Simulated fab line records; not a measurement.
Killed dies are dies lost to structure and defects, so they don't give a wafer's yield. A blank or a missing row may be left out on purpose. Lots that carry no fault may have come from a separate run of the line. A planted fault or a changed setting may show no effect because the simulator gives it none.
Matching of chambers || flow n5Finfet || N5_BEOL_M15_ETCH_57 on rieDiel-02: 4 sister chambers
The step etches SOC in N2/H2, time 750 s. 20 wafers are shown with their chamber, then 10 later ones without.

WAFERS WITH THEIR CHAMBER
{"wafer": "L076.4", "chamber": 2, "showerheadPlenumPTorr (Torr)": 2.69, "drypumpMotorCurrentA (A)": 5.9, "throttleValvePct (%)": 17.84}
{"wafer": "L076.5", "chamber": 0, "showerheadPlenumPTorr (Torr)": 2.52, "drypumpMotorCurrentA (A)": 5.7, "throttleValvePct (%)": 18.08}
{"wafer": "L076.6", "chamber": 3, "showerheadPlenumPTorr (Torr)": 2.49, "drypumpMotorCurrentA (A)": 5.7, "throttleValvePct (%)": 17.99}
{"wafer": "L078.3", "chamber": 0, "showerheadPlenumPTorr (Torr)": 2.52, "drypumpMotorCurrentA (A)": 5.7, "throttleValvePct (%)": 18.10}
{"wafer": "L078.4", "chamber": 1, "showerheadPlenumPTorr (Torr)": 2.48, "drypumpMotorCurrentA (A)": 5.1, "throttleValvePct (%)": 17.88}
{"wafer": "L078.6", "chamber": 1, "showerheadPlenumPTorr (Torr)": 2.48, "drypumpMotorCurrentA (A)": 5.1, "throttleValvePct (%)": 17.87}
{"wafer": "L080.2", "chamber": 1, "showerheadPlenumPTorr (Torr)": 2.47, "drypumpMotorCurrentA (A)": 5.1, "throttleValvePct (%)": 17.89}
{"wafer": "L080.5", "chamber": 2, "showerheadPlenumPTorr (Torr)": 2.69, "drypumpMotorCurrentA (A)": 5.9, "throttleValvePct (%)": 17.84}
{"wafer": "L080.6", "chamber": 1, "showerheadPlenumPTorr (Torr)": 2.47, "drypumpMotorCurrentA (A)": 5.1, "throttleValvePct (%)": 17.88}
{"wafer": "L085.2", "chamber": 1, "showerheadPlenumPTorr (Torr)": 2.47, "drypumpMotorCurrentA (A)": 5.0, "throttleValvePct (%)": 17.92}
{"wafer": "L085.3", "chamber": 0, "showerheadPlenumPTorr (Torr)": 2.51, "drypumpMotorCurrentA (A)": 5.7, "throttleValvePct (%)": 18.11}
{"wafer": "L085.4", "chamber": 2, "showerheadPlenumPTorr (Torr)": 2.68, "drypumpMotorCurrentA (A)": 5.8, "throttleValvePct (%)": 17.85}
{"wafer": "L087.1", "chamber": 1, "showerheadPlenumPTorr (Torr)": 2.47, "drypumpMotorCurrentA (A)": 5.1, "throttleValvePct (%)": 17.91}
{"wafer": "L087.3", "chamber": 0, "showerheadPlenumPTorr (Torr)": 2.51, "drypumpMotorCurrentA (A)": 5.7, "throttleValvePct (%)": 18.12}
{"wafer": "L087.6", "chamber": 3, "showerheadPlenumPTorr (Torr)": 2.49, "drypumpMotorCurrentA (A)": 5.7, "throttleValvePct (%)": 18.03}
{"wafer": "L089.2", "chamber": 3, "showerheadPlenumPTorr (Torr)": 2.48, "drypumpMotorCurrentA (A)": 5.7, "throttleValvePct (%)": 18.01}
{"wafer": "L089.5", "chamber": 1, "showerheadPlenumPTorr (Torr)": 2.47, "drypumpMotorCurrentA (A)": 5.1, "throttleValvePct (%)": 17.91}
{"wafer": "L089.6", "chamber": 3, "showerheadPlenumPTorr (Torr)": 2.48, "drypumpMotorCurrentA (A)": 5.8, "throttleValvePct (%)": 18.03}
{"wafer": "L092.1", "chamber": 0, "showerheadPlenumPTorr (Torr)": 2.51, "drypumpMotorCurrentA (A)": 5.8, "throttleValvePct (%)": 18.15}
{"wafer": "L092.4", "chamber": 1, "showerheadPlenumPTorr (Torr)": 2.47, "drypumpMotorCurrentA (A)": 5.0, "throttleValvePct (%)": 17.92}

SIGNATURES, as means of the wafers listed above
{"reading": "showerheadPlenumPTorr", "chamber 0": 2.5140, "chamber 1": 2.4725, "chamber 2": 2.6867, "chamber 3": 2.4850, "scatter within a chamber": 0.00522}
{"reading": "drypumpMotorCurrentA", "chamber 0": 5.720, "chamber 1": 5.075, "chamber 2": 5.867, "chamber 3": 5.725, "scatter within a chamber": 0.0482}
{"reading": "throttleValvePct", "chamber 0": 18.1120, "chamber 1": 17.8975, "chamber 2": 17.8433, "chamber 3": 18.0150, "scatter within a chamber": 0.0203}
Rule: a wafer lies at a distance from a chamber equal to the root of the sum of squares, over the readings, of (its reading less the chamber's mean, divided by the reading's scatter). If the next closest chamber is less than 2 further off than the closest, the wafer can't be placed; otherwise it belongs to the closest. How the scatter is found: for the shown wafers, subtract from each reading the mean of its chamber, square and add these, divide the total by (wafers less chambers), then take the root.

WAFERS WITH NO CHAMBER GIVEN
{"wafer": "L092.6", "showerheadPlenumPTorr (Torr)": 2.48, "drypumpMotorCurrentA (A)": 5.7, "throttleValvePct (%)": 18.02}
{"wafer": "L091.1", "showerheadPlenumPTorr (Torr)": 2.68, "drypumpMotorCurrentA (A)": 5.9, "throttleValvePct (%)": 17.87}
{"wafer": "L091.2", "showerheadPlenumPTorr (Torr)": 2.46, "drypumpMotorCurrentA (A)": 5.1, "throttleValvePct (%)": 17.92}
{"wafer": "L091.3", "showerheadPlenumPTorr (Torr)": 2.48, "drypumpMotorCurrentA (A)": 5.7, "throttleValvePct (%)": 18.04}
{"wafer": "L094.1", "showerheadPlenumPTorr (Torr)": 2.68, "drypumpMotorCurrentA (A)": 5.8, "throttleValvePct (%)": 17.87}
{"wafer": "L094.5", "showerheadPlenumPTorr (Torr)": 2.46, "drypumpMotorCurrentA (A)": 5.1, "throttleValvePct (%)": 17.92}
{"wafer": "L094.6", "showerheadPlenumPTorr (Torr)": 2.68, "drypumpMotorCurrentA (A)": 5.8, "throttleValvePct (%)": 17.86}
{"wafer": "L095.3", "showerheadPlenumPTorr (Torr)": 2.46, "drypumpMotorCurrentA (A)": 5.1, "throttleValvePct (%)": 17.93}
{"wafer": "L095.5", "showerheadPlenumPTorr (Torr)": 2.51, "drypumpMotorCurrentA (A)": 5.8, "throttleValvePct (%)": 17.70}
{"wafer": "L095.6", "showerheadPlenumPTorr (Torr)": 2.48, "drypumpMotorCurrentA (A)": 5.7, "throttleValvePct (%)": 18.04}

EACH ONE'S CHAMBER
{"wafer": "L092.6", "from the rows above": 3, "in truth": 3}
{"wafer": "L091.1", "from the rows above": 2, "in truth": 2}
{"wafer": "L091.2", "from the rows above": 1, "in truth": 1}
{"wafer": "L091.3", "from the rows above": 3, "in truth": 3}
{"wafer": "L094.1", "from the rows above": 2, "in truth": 2}
{"wafer": "L094.5", "from the rows above": 1, "in truth": 1}
{"wafer": "L094.6", "from the rows above": 2, "in truth": 2}
{"wafer": "L095.3", "from the rows above": 1, "in truth": 1}
{"wafer": "L095.5", "from the rows above": 3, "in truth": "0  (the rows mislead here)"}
{"wafer": "L095.6", "from the rows above": 3, "in truth": 3}
Placed correctly: 9 of 10. Can't be placed from these rows: 0. Number placed wrongly: 1.
